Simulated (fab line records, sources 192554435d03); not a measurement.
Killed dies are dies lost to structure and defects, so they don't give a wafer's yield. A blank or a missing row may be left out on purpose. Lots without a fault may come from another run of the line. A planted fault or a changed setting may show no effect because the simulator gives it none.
fab line records | flow n5_finfet
record lots=11 wafers=31 last_day=18
route steps=1938 shown BEOL_M9@1460 TV_LITHO@1886 TV_OPEN@1887 PAD_METAL@1893 PASSIVATION@1936
lots that met no fault: from a run of the same line without faults
start_h: hours from the record's first day to the start of the lot's first wafer shown | wait_h: hours since the lot's step before | " the same as in the row above | L1.1+2: a row that stands for several wafers | - no value, or no start given | * or withheld: withheld | < > ~ a bound
route shown NAME@n: a module of which the file shows steps, and the number in the route of the first | usual: mean/standard deviation of fault-free wafers | same: alike in all rows | chamber/n: place in a boat | sites: the reading at each site | _std_site: their standard deviation | _edge_site: outer sites' mean less inner sites' | radius_mm: how far each site lies from the wafer's centre | mask NAME#n: copy n | behind: the tool/chamber that last shaped the wafer | hold: why the lot was held/for how many hours/how that ended | device: the transistor (n, p or np) that didn't switch | end of line: the same wafers' tests at the end of the route | a step without rows: its recipe alone | killed: dies lost to structure and defects at the first sort, not the wafer's yield | map: a wafer's dies, x killed, . not, _ none there
set.NAME: the setting as run; set.NAME@STEP: as run at that earlier step | model.NAME: the simulator's own value behind a step, which no gauge read
steps of the route over a sample of lots; a table a step, a row a wafer
services: from which hour (start_h, from the record's first day; less than 0 if before it) a tool's chamber was out of use, for how many hours, and why
## steps
# step N5_BEOL_M9_CVD_78
# recipe material=Co target_thk_a=20 temp_c=withheld precursor=CCTBA/H2 pressure_torr=30 time_s=138.9
# columns lot.wafer tool chamber start_h wait_h
L113.1+4+6 cvd_co-02 2,1,0 234.67 0.0
L112.1+3+5 cvd_co-02 0,1,0 234.77 0.1
L114.3+4+6 cvd_co-02 2,2,0 256.56 0.0
L121.1+4+6 cvd_co-02 2,1,0 282.97 0.2
L124.1+3+5 cvd_co-01 1,2,1 300.28 0.1
L123.2+3 cvd_co-01 2,1 301.71 0.1
L126.1+5+6 cvd_co-02 1,0,2 314.92 0.1
L130.1+3+4 cvd_co-02 0,1,0 331.74 0.1
L129.1+2+3 cvd_co-02 1,0,2 332.25 0.0
L128.1+2+4 cvd_co-02 0,2,1 351.03 0.0
L134.2+5 cvd_co-02 2,1 366.32 0.0
# step N5_PASSIVATION_DESCUM_12
# recipe chemistry=O2 time_s=7.9 source_power_w=50 bias_power_w=20 pressure_mtorr=20 rf_frequency_hz=2.712e+07 temp_c=40 o2_flow_sccm=225
# usual drypump_motor_current_A=5.6/0.43 o2_flow_sccm=225.0/0.67 oes_product_au=0.79/0.087 rf_vpp_V=243.0/1.3 showerhead_plenum_p_Torr=2.09/0.074 throttle_valve_pct=20.55/0.2
# columns lot.wafer tool chamber start_h wait_h drypump_motor_current_A o2_flow_sccm oes_product_au rf_hours_counter_h rf_vpp_V showerhead_plenum_p_Torr throttle_valve_pct
L113.1 rie_diel-04 2 287.62 0.0 5.7 225.8 0.97 8 245.1 2.25 20.71
L113.4 " 1 " " 5.2 225.8 0.69 239 241.7 2.06 20.42
L113.6 " 1 " " 5.3 225.6 0.68 - 243.0 2.06 20.41
L112.1 rie_diel-06 0 294.86 0.0 5.2 223.1 0.78 112 243.9 2.01 20.24
L112.3 " 1 " " 5.7 224.1 0.73 214 243.4 2.06 20.65
L112.5 " 3 " " 6.2 224.9 0.82 - 243.6 2.11 20.31
L114.3 rie_diel-04 3 303.92 0.0 5.2 224.6 0.82 80 241.7 2.05 20.60
L114.4 " 0 " " 5.9 225.3 0.70 227 242.2 2.08 20.81
L114.6 " 2 " " 5.7 223.1 0.95 - 245.9 2.25 20.73
L121.1 rie_diel-06 3 336.71 0.0 6.2 225.7 0.82 90 243.0 2.10 20.34
L121.4 " 0 " " 5.2 224.2 0.77 125 241.5 2.00 20.25
L121.6 " 2 " " 6.0 224.1 0.93 - 242.7 2.04 20.33
L124.1 rie_diel-03 1 345.65 0.5 5.4 225.5 0.82 73 245.8 2.22 20.58
L124.3 " 0 " " 5.1 224.6 0.70 247 241.5 2.05 20.51
L124.5 " 1 " " 5.4 225.1 0.82 - 245.1 2.22 20.58
L123.2 rie_diel-04 2 354.97 0.7 5.7 225.1 0.91 34 244.3 2.24 20.76
L123.3 " 0 " " 5.9 224.8 0.68 247 242.6 2.07 20.85
L126.1 rie_diel-03 1 366.80 0.1 5.4 225.5 0.80 85 245.3 2.21 20.60
L126.5 " 1 " " 5.4 225.2 0.80 - 243.9 2.21 20.61
L126.6 " 0 " " 5.1 225.0 0.69 - 243.4 2.05 20.53
L129.1 rie_diel-03 3 380.97 0.6 6.4 225.5 0.80 117 244.1 2.12 20.75
L129.2 " 0 " " 5.1 225.0 0.69 263 241.3 2.04 20.53
L129.3 " 1 " " 5.3 224.0 0.80 89 244.5 2.21 20.60
L130.1 rie_diel-06 1 385.26 0.0 5.7 225.3 0.70 238 242.0 2.06 20.71
L130.3 " 3 " " 6.2 225.6 0.80 100 242.3 2.10 20.34
L130.4 " 0 " " 5.2 225.2 0.76 136 241.8 2.00 20.27
L128.1 rie_diel-04 3 402.43 0.1 5.2 225.2 0.78 117 241.9 2.04 20.64
L128.2 " 1 " " 5.3 225.7 0.94 13 242.0 2.05 20.09
L128.4 " 0 " " 5.9 225.5 0.97 7 241.9 2.07 20.54
L134.2 rie_diel-04 0 416.14 0.1 5.9 224.0 0.93 11 243.1 2.07 20.53
L134.5 " 2 " " 5.7 225.3 0.86 - 245.9 2.23 20.78
# step N5_PASSIVATION_PASS_ETCH_74
# recipe chemistry=CF4/O2 target=SiNx target_depth_a=2200 time_s=110 ion_energy_ev=100 pressure_mtorr=40 source_w=535 bias_w=49 Ar_flow_sccm=100 cf4_flow_sccm=100 O2_flow_sccm=10
# usual drypump_motor_current_A=5.6/0.42 oes_ar_750_au=0.79/0.095 oes_product_au=0.79/0.093 rf_vpp_V=242/11 showerhead_plenum_p_Torr=2.20/0.068 throttle_valve_pct=16.08/0.17
# columns lot.wafer tool chamber start_h wait_h drypump_motor_current_A oes_ar_750_au oes_product_au rf_hours_counter_h rf_vpp_V showerhead_plenum_p_Torr throttle_valve_pct
L113.1 rie_diel-04 2 287.69 0.0 5.7 0.98 0.99 8 233 2.35 16.00
L113.4 " 1 " " 5.2 0.71 0.70 239 232 2.17 16.06
L113.6 " 1 " " 5.3 0.72 0.70 - 234 2.17 16.05
L112.1 rie_diel-06 0 294.93 0.0 5.2 0.77 0.76 112 241 2.13 15.94
L112.3 " 1 " " 5.7 0.68 0.71 214 260 2.18 16.26
L112.5 " 3 " " 6.2 0.83 0.82 - 245 2.24 15.89
L114.3 rie_diel-04 3 303.98 0.0 5.1 0.81 0.81 80 234 2.14 15.96
L114.4 " 0 " " 5.9 0.71 0.69 227 232 2.17 16.32
L114.6 " 2 " " 5.7 0.98 0.95 - 233 2.35 16.02
L121.1 rie_diel-06 3 336.78 0.0 6.2 0.82 0.80 90 246 2.23 15.93
L121.4 " 0 " " 5.2 0.75 0.74 125 239 2.13 15.95
L121.6 " 2 " " 6.0 0.91 0.93 - 236 2.16 15.86
L124.1 rie_diel-03 1 345.72 0.0 5.4 0.80 0.81 73 259 2.31 16.04
L124.3 " 0 " " 5.1 0.66 0.67 247 258 2.19 16.29
L124.5 " 1 " " 5.4 0.80 0.81 - 260 2.31 16.05
L123.2 rie_diel-04 2 355.04 0.0 5.7 0.93 0.92 34 233 2.34 16.05
L123.3 " 0 " " 5.9 0.70 0.69 247 233 2.16 16.36
L126.1 rie_diel-03 1 366.87 0.0 5.4 0.78 0.79 85 259 2.31 16.08
L126.5 " 1 " " 5.4 0.78 0.79 - 260 2.31 16.05
L126.6 " 0 " " 5.1 0.66 0.67 - 260 2.19 16.30
L129.1 rie_diel-03 3 381.04 0.0 6.3 0.81 0.80 117 237 2.22 16.22
L129.2 " 0 " " 5.1 0.66 0.66 263 259 2.18 16.31
L129.3 " 1 " " 5.4 0.78 0.78 89 260 2.31 16.09
L130.1 rie_diel-06 1 385.33 0.0 5.7 0.66 0.69 238 260 2.17 16.32
L130.3 " 3 " " 6.2 0.80 0.78 100 245 2.23 15.94
L130.4 " 0 " " 5.2 0.74 0.74 136 241 2.13 15.98
L128.1 rie_diel-04 3 402.49 0.0 5.1 0.78 0.77 117 235 2.13 16.02
L128.2 " 1 " " 5.3 0.96 0.94 13 233 2.16 15.63
L128.4 " 0 " " 5.9 0.96 0.96 7 231 2.16 15.92
L134.2 rie_diel-04 0 416.21 0.0 5.9 0.95 0.95 11 231 2.16 15.93
L134.5 " 2 " " 5.7 0.89 0.89 - 232 2.33 16.10
# step N5_PASSIVATION_DEGAS_18
# recipe ambient=vacuum temp_c=300 time_s=60
# usual heater_power_w=468/33
# columns lot.wafer tool chamber start_h wait_h heater_power_w
L113.1 pvd_sputter-02 - 289.05 0.9 486
L113.4 " - " " 522
L113.6 " - " " 473
L112.1 pvd_sputter-01 - 295.79 0.4 425
L112.3 " - " " 489
L112.5 " - " " 513
L114.3 pvd_sputter-02 - 304.74 0.3 446
L114.4 " - " " 482
L114.6 " - " " 511
L121.1 pvd_sputter-02 - 337.58 0.3 500
L121.4 " - " " 438
L121.6 " - " " 484
L124.1 pvd_sputter-03 - 346.26 0.1 458
L124.3 " - " " 416
L124.5 " - " " 462
L123.2 pvd_sputter-03 - 356.56 1.0 397
L123.3 " - " " 476
L126.1 pvd_sputter-03 - 369.58 2.2 409
L126.5 " - " " 459
L126.6 " - " " 494
L129.1 pvd_sputter-02 - 381.78 0.2 442
L129.2 " - " " 505
L129.3 " - " " 479
L130.1 pvd_sputter-02 - 387.37 1.6 436
L130.3 " - " " 510
L130.4 " - " " 480
L128.1 pvd_sputter-01 - 403.35 0.3 510
L128.2 " - " " 442
L128.4 " - " " 493
L134.2 pvd_sputter-01 - 416.85 0.2 493
L134.5 " - " " 519
# step N5_PASSIVATION_PROBE_49
# usual defect_limited_yield=91.7/1.4 killed_at_M0_to_M3=31/11 killed_at_M4_up=13/4.6 killed_at_contacts=13/6.7 killed_at_front_end=39/9.6 killed_at_other=3.5/2.8 killed_dies=98/16 killed_open=64/11 killed_short=33/8.5 sort_bin_5_function=4.9/0.96 sort_bin_6_memory=3.1/0.59 sort_bin_8_speed=0.2/1.3 sort_n_pass=1080/23
# same gross_dies=1180 killed_at_back_side=0 sort_bin_4_leakage[%]=0
# columns lot.wafer tool chamber start_h wait_h defect_limited_yield[%] killed_at_M0_to_M3 killed_at_M4_up killed_at_contacts killed_at_front_end killed_at_other killed_dies killed_open killed_short sort_bin_5_function[%] sort_bin_6_memory[%] sort_bin_8_speed[%] sort_n_pass
L113.1 prober-01 - 294.73 0.0 94.2 17 9 12 28 3 69 46 23 3.4 2.1 0 1111
L113.4 prober-01 - 294.88 0.2 94.8 22 7 11 18 3 61 48 12 3.6 1.5 0 1119
L113.6 prober-01 - 294.98 0.3 90.9 16 25 22 44 0 107 56 50 5.5 3.1 0 1073
L112.1 prober-01 - 301.86 0.2 92.8 22 16 2 41 4 85 65 20 4.4 2.6 0 1095
L112.3 prober-01 - 301.96 0.3 93.7 20 15 4 29 6 74 51 23 3.2 2.8 0 1106
L112.5 prober-01 - 302.06 0.4 93.0 32 11 3 32 5 83 47 35 4.0 2.8 0 1097
L114.3 prober-01 - 310.60 0.1 91.3 28 20 28 26 1 103 68 32 4.4 3.8 0.3 1077
L114.4 prober-01 - 310.65 0.2 91.9 28 14 15 33 6 96 61 35 4.4 3.4 0 1084
L114.6 prober-01 - 310.75 0.3 92.9 22 8 19 33 2 84 59 25 4.5 2.5 0 1096
L124.1 prober-01 - 351.79 0.0 82.7 24 119 15 42 4 204 65 31 11.2 4.4 0 976
L124.3 prober-01 - 351.89 0.1 84.2 37 108 8 32 2 187 54 33 10.8 3.8 0 993
L124.5 prober-01 - 351.99 0.2 84.2 34 113 4 28 7 186 53 30 9.4 5.3 0 994
L123.2 prober-01 - 362.26 0.1 84.4 34 106 20 22 2 184 60 35 11.1 3.2 0 996
L123.3 prober-01 - 362.31 0.1 85.8 20 107 18 21 1 167 48 22 9.8 2.7 0 1013
L126.1 prober-02 - 375.27 0.0 92.1 27 17 10 39 0 93 66 23 4.2 3.5 0.1 1087
L126.5 prober-02 - 375.47 0.2 89.9 42 14 7 52 4 119 78 37 5.8 3.7 0 1061
L126.6 prober-02 - 375.52 0.3 91.2 28 11 7 55 3 104 69 33 5.1 3.6 0 1076
L129.1 prober-02 - 387.91 0.0 91.2 36 15 10 37 6 104 72 32 4.9 3.6 0 1076
L129.2 prober-02 - 387.96 0.1 91.5 30 9 16 35 10 100 70 30 4.9 3.3 0.1 1079
L129.3 prober-02 - 388.01 0.1 88.1 55 18 15 43 9 140 105 34 7.6 4.1 0 1040
L130.1 prober-02 - 393.04 0.0 91.9 23 15 20 34 3 95 62 32 4.2 3.6 0 1085
L130.3 prober-02 - 393.14 0.1 93.7 25 11 14 21 3 74 50 24 4.0 2.2 0.8 1096
L130.4 prober-02 - 393.19 0.2 93.5 17 19 16 22 3 77 50 27 3.6 2.8 0 1103
L128.1 prober-01 - 409.27 0.0 90.8 35 14 10 49 1 109 76 33 5.7 3.4 0 1071
L128.2 prober-01 - 409.32 0.1 92.1 33 9 11 32 8 93 53 38 4.0 3.7 0 1087
L128.4 prober-01 - 409.42 0.2 87.9 57 13 17 54 2 143 90 52 6.3 5.4 0 1037
L134.2 prober-01 - 422.93 0.1 91.5 24 12 18 40 6 100 69 31 4.5 3.7 0 1080
L134.5 prober-01 - 423.08 0.2 90.3 36 21 23 32 3 115 70 45 6.2 3.1 0 1065
# killed by level:class
L113.1 MOL_CONTACT_COAG:geometric_particle:open=8 FIN_SAQP:geometric_particle:short=5 GATE_CUT:geometric_particle:open=5 BEOL_M1:geometric_particle:open=5 GATE_CUT:geometric_particle:short=4 MOL_CONTACT_COAG:geometric_particle:short=4 BEOL_M0_SAQP:geometric_particle:open=4 BEOL_M0:geometric_particle:open=4
L113.4 BEOL_M2:geometric_particle:open=11 MOL_CONTACT_COAG:geometric_particle:open=9 FIN_SAQP:geometric_particle:open=4 STI_FIN_REVEAL:geometric_particle:open=4 GATE_CUT:geometric_particle:open=4 BEOL_M0:geometric_particle:open=3 BEOL_M6:geometric_particle:open=2 BEOL_M1:geometric_particle:short=2
L113.6 FIN_SAQP:geometric_particle:short=15 MOL_CONTACT_COAG:geometric_particle:open=15 GATE_CUT:geometric_particle:short=7 MOL_CONTACT_COAG:geometric_particle:short=6 BEOL_M4:geometric_particle:open=5 BEOL_M5:geometric_particle:open=5 STARTING-WAFER:geometric_particle:short=5 BEOL_M1:geometric_particle:open=4
L112.1 STI_FIN_REVEAL:geometric_particle:open=19 BEOL_M1:geometric_particle:open=9 BEOL_M4:geometric_particle:open=5 DUMMY_GATE:geometric_particle:open=4 GATE_CUT:geometric_particle:short=4 BEOL_M8:geometric_particle:open=4 BEOL_M0_SAQP:geometric_particle:open=4 STARTING-WAFER:geometric_particle:short=4
L112.3 STI_FIN_REVEAL:geometric_particle:open=10 BEOL_M1:geometric_particle:open=7 BEOL_M4:geometric_particle:open=5 FIN_SAQP:geometric_particle:short=4 STI_FIN_REVEAL:geometric_particle:short=3 MOL_CONTACT_COAG:geometric_particle:open=3 BEOL_M2:geometric_particle:open=3 FIN_SAQP:geometric_particle:open=2
L112.5 STI_FIN_REVEAL:geometric_particle:open=13 BEOL_M0_SAQP:geometric_particle:short=8 FIN_SAQP:geometric_particle:short=5 BEOL_M0_SAQP:geometric_particle:open=5 BEOL_M1:geometric_particle:open=5 BEOL_M1:geometric_particle:short=4 BEOL_M2:geometric_particle:open=4 GATE_CUT:geometric_particle:short=3
L114.3 MOL_CONTACT_COAG:geometric_particle:open=22 BEOL_M3:geometric_particle:open=9 BEOL_M4:geometric_particle:open=8 MOL_CONTACT_COAG:geometric_particle:short=6 BEOL_M2:geometric_particle:open=6 FIN_SAQP:geometric_particle:open=5 FIN_SAQP:geometric_particle:short=5 STI_FIN_REVEAL:geometric_particle:open=5
L114.4 BEOL_M4:geometric_particle:open=11 GATE_CUT:geometric_particle:short=11 MOL_CONTACT_COAG:geometric_particle:open=11 BEOL_M3:geometric_particle:open=6 FIN_SAQP:geometric_particle:short=5 STI_FIN_REVEAL:geometric_particle:open=5 BEOL_M0_SAQP:geometric_particle:short=5 MOL_CONTACT_COAG:geometric_particle:short=4
L114.6 MOL_CONTACT_COAG:geometric_particle:open=13 STI_FIN_REVEAL:geometric_particle:open=12 BEOL_M0_SAQP:geometric_particle:open=9 MOL_CONTACT_COAG:geometric_particle:short=6 GATE_CUT:geometric_particle:open=4 GATE_CUT:geometric_particle:short=4 BEOL_M3:geometric_particle:open=4 STARTING-WAFER:geometric_particle:short=4
L124.1 BEOL_M9:unspecified=106 MOL_CONTACT_COAG:geometric_particle:open=12 FIN_SAQP:geometric_particle:open=9 GATE_CUT:geometric_particle:short=6 GATE_CUT:geometric_particle:open=6 FIN_SAQP:geometric_particle:short=5 DUMMY_GATE:geometric_particle:open=5 BEOL_M0_SAQP:geometric_particle:open=5
L124.3 BEOL_M9:unspecified=98 BEOL_M0_SAQP:geometric_particle:open=14 GATE_CUT:geometric_particle:short=8 MOL_CONTACT_COAG:geometric_particle:open=7 FIN_SAQP:geometric_particle:short=5 BEOL_M0_SAQP:geometric_particle:short=5 BEOL_M1:geometric_particle:open=5 FIN_SAQP:geometric_particle:open=4
L124.5 BEOL_M9:unspecified=102 DUMMY_GATE:geometric_particle:open=8 BEOL_M0_SAQP:geometric_particle:short=7 BEOL_M0_SAQP:geometric_particle:open=7 FIN_SAQP:geometric_particle:open=5 GATE_CUT:geometric_particle:short=5 BEOL_M1:geometric_particle:open=5 BEOL_M2:geometric_particle:open=5
L123.2 BEOL_M9:unspecified=88 MOL_CONTACT_COAG:geometric_particle:open=12 BEOL_M3:geometric_particle:open=9 MOL_CONTACT_COAG:geometric_particle:short=8 BEOL_M0_SAQP:geometric_particle:open=8 BEOL_M0_SAQP:geometric_particle:short=7 FIN_SAQP:geometric_particle:short=6 STI_FIN_REVEAL:geometric_particle:open=5
L123.3 BEOL_M9:unspecified=97 MOL_CONTACT_COAG:geometric_particle:open=13 BEOL_M2:geometric_particle:open=8 MOL_CONTACT_COAG:geometric_particle:short=5 STI_FIN_REVEAL:geometric_particle:open=4 DUMMY_GATE:geometric_particle:open=4 BEOL_M4:geometric_particle:open=4 FIN_SAQP:geometric_particle:short=3
L126.1 FIN_SAQP:geometric_particle:open=11 BEOL_M2:geometric_particle:open=10 MOL_CONTACT_COAG:geometric_particle:open=9 STI_FIN_REVEAL:geometric_particle:open=6 ILD0:geometric_particle:open=6 BEOL_M1:geometric_particle:open=6 FIN_SAQP:geometric_particle:short=5 BEOL_M4:geometric_particle:open=5
L126.5 FIN_SAQP:geometric_particle:open=15 BEOL_M2:geometric_particle:open=15 FIN_SAQP:geometric_particle:short=13 BEOL_M0_SAQP:geometric_particle:open=8 BEOL_M0_SAQP:geometric_particle:short=8 BEOL_M4:geometric_particle:open=7 STI_FIN_REVEAL:geometric_particle:open=6 DUMMY_GATE:geometric_particle:open=5
L126.6 STI_FIN_REVEAL:geometric_particle:open=12 FIN_SAQP:geometric_particle:short=11 FIN_SAQP:geometric_particle:open=9 BEOL_M2:geometric_particle:open=7 MOL_CONTACT_COAG:geometric_particle:open=6 BEOL_M1:geometric_particle:open=6 BEOL_M3:geometric_particle:open=6 BEOL_M4:geometric_particle:open=5
L129.1 FIN_SAQP:geometric_particle:open=10 MOL_CONTACT_COAG:geometric_particle:open=9 BEOL_M0_SAQP:geometric_particle:short=9 BEOL_M1:geometric_particle:open=9 STI_FIN_REVEAL:geometric_particle:open=8 BEOL_M4:geometric_particle:open=8 BEOL_M1:geometric_particle:short=6 GATE_CUT:geometric_particle:open=4
L129.2 MOL_CONTACT_COAG:geometric_particle:open=15 BEOL_M0_SAQP:geometric_particle:short=8 STI_FIN_REVEAL:geometric_particle:open=7 BEOL_M1:geometric_particle:open=7 STARTING-WAFER:geometric_particle:open=6 FIN_SAQP:geometric_particle:short=5 FIN_SAQP:geometric_particle:open=5 BEOL_M0_SAQP:geometric_particle:open=5
L129.3 BEOL_M1:geometric_particle:open=19 FIN_SAQP:geometric_particle:open=13 STI_FIN_REVEAL:geometric_particle:open=13 MOL_CONTACT_COAG:geometric_particle:open=13 BEOL_M3:geometric_particle:open=10 BEOL_M0_SAQP:geometric_particle:open=9 BEOL_M0_SAQP:geometric_particle:short=6 BEOL_M4:geometric_particle:open=6
L130.1 MOL_CONTACT_COAG:geometric_particle:open=17 FIN_SAQP:geometric_particle:short=6 BEOL_M0_SAQP:geometric_particle:short=5 BEOL_M8:geometric_particle:open=5 BEOL_M2:geometric_particle:open=5 FIN_SAQP:geometric_particle:open=4 STI_FIN_REVEAL:geometric_particle:open=4 STI_FIN_REVEAL:geometric_particle:short=3
L130.3 MOL_CONTACT_COAG:geometric_particle:open=11 BEOL_M0_SAQP:geometric_particle:open=8 BEOL_M0_SAQP:geometric_particle:short=6 FIN_SAQP:geometric_particle:short=4 STI_FIN_REVEAL:geometric_particle:open=4 GATE_CUT:geometric_particle:short=3 ILD0:geometric_particle:open=3 MOL_CONTACT_COAG:geometric_particle:short=3
L130.4 MOL_CONTACT_COAG:geometric_particle:open=12 BEOL_M0:geometric_particle:open=5 BEOL_M1:geometric_particle:short=5 BEOL_M8:geometric_particle:open=5 ILD0:geometric_particle:short=4 MOL_CONTACT_COAG:geometric_particle:short=4 BEOL_M4:geometric_particle:open=4 FIN_SAQP:geometric_particle:short=3
L128.1 STI_FIN_REVEAL:geometric_particle:open=13 MOL_CONTACT_COAG:geometric_particle:open=8 BEOL_M3:geometric_particle:open=8 BEOL_M1:geometric_particle:open=7 FIN_SAQP:geometric_particle:open=6 FIN_SAQP:geometric_particle:short=5 BEOL_M0_SAQP:geometric_particle:open=5 BEOL_M5:geometric_particle:open=5
L128.2 FIN_SAQP:geometric_particle:short=15 BEOL_M3:geometric_particle:open=8 MOL_CONTACT_COAG:geometric_particle:open=8 BEOL_M0_SAQP:geometric_particle:open=7 BEOL_M0_SAQP:geometric_particle:short=6 FIN_SAQP:geometric_particle:open=5 DUMMY_GATE:geometric_particle:open=3 MOL_CONTACT_COAG:geometric_particle:short=3
L128.4 BEOL_M0_SAQP:geometric_particle:short=16 BEOL_M0_SAQP:geometric_particle:open=15 FIN_SAQP:geometric_particle:open=14 MOL_CONTACT_COAG:geometric_particle:open=14 FIN_SAQP:geometric_particle:short=12 DUMMY_GATE:geometric_particle:open=8 BEOL_M3:geometric_particle:open=8 STI_FIN_REVEAL:geometric_particle:open=7
L134.2 STI_FIN_REVEAL:geometric_particle:open=19 MOL_CONTACT_COAG:geometric_particle:open=13 BEOL_M0_SAQP:geometric_particle:short=6 FIN_SAQP:geometric_particle:open=5 MOL_CONTACT_COAG:geometric_particle:short=5 BEOL_M2:geometric_particle:open=5 BEOL_M4:geometric_particle:open=5 STI_FIN_REVEAL:geometric_particle:short=4
L134.5 MOL_CONTACT_COAG:geometric_particle:open=18 BEOL_M0_SAQP:geometric_particle:open=10 BEOL_M4:geometric_particle:open=9 FIN_SAQP:geometric_particle:short=7 STI_FIN_REVEAL:geometric_particle:open=7 BEOL_M0_SAQP:geometric_particle:short=7 BEOL_M1:geometric_particle:open=7 MOL_CONTACT_COAG:geometric_particle:short=5
## services
# columns tool chamber start_h hours kind
cvd_co-01 - 222.18 14.6 pm
rie_diel-03 - 239.00 15.6 pm
rie_diel-04 2 254.55 - clean
rie_diel-04 2 254.55 - consumable_replace:focus_ring
rie_diel-04 2 254.55 - consumable_replace:showerhead
rie_diel-04 2 254.55 11.3 scheduled_down
rie_diel-04 2 254.55 11.3 vent_cycle
rie_diel-06 0 267.66 4.5 repair
rie_diel-04 3 278.44 4.5 repair
rie_diel-03 2 296.51 115.9 repair
rie_diel-04 3 296.85 3.5 repair
rie_diel-04 1 334.75 7.2 repair
cvd_co-01 1 334.98 4.5 repair
rie_diel-06 - 340.42 15.6 pm
rie_diel-04 1 342.30 - clean
rie_diel-04 1 342.30 - consumable_replace:focus_ring
rie_diel-04 1 342.30 23.1 scheduled_down
rie_diel-04 1 342.30 23.1 vent_cycle
pvd_sputter-01 - 363.48 2.4 repair
rie_diel-04 0 365.36 - clean
rie_diel-04 0 365.36 - consumable_replace:focus_ring
cvd_co-02 0 374.93 12.5 repair
cvd_co-01 - 386.30 28.1 pm
rie_diel-03 1 389.65 1.9 repair
## key
first_sign step=N5_PASSIVATION_PROBE_49 reading=killed_at_M4_up direction=up sigmas=21 usual=13 struck=111
effect step=N5_PASSIVATION_PROBE_49 reading=killed_dies direction=up sigmas=5.4 usual=98 struck=186
more_kills_born_at N5_BEOL_M9_CVD_78@cvd_co-01=491
met_at N5_BEOL_M9_CVD_78
struck_lots L123,L124
not_acting_at N5_PASSIVATION_DESCUM_12,N5_PASSIVATION_PASS_ETCH_74,N5_PASSIVATION_DEGAS_18
fault kind=chamber_particle_source tool=cvd_co-01 chamber=- onset_h=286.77 steps=N5_BEOL_M9_CVD_78 rate_per_visit_cm2=0.44125 end_h=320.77
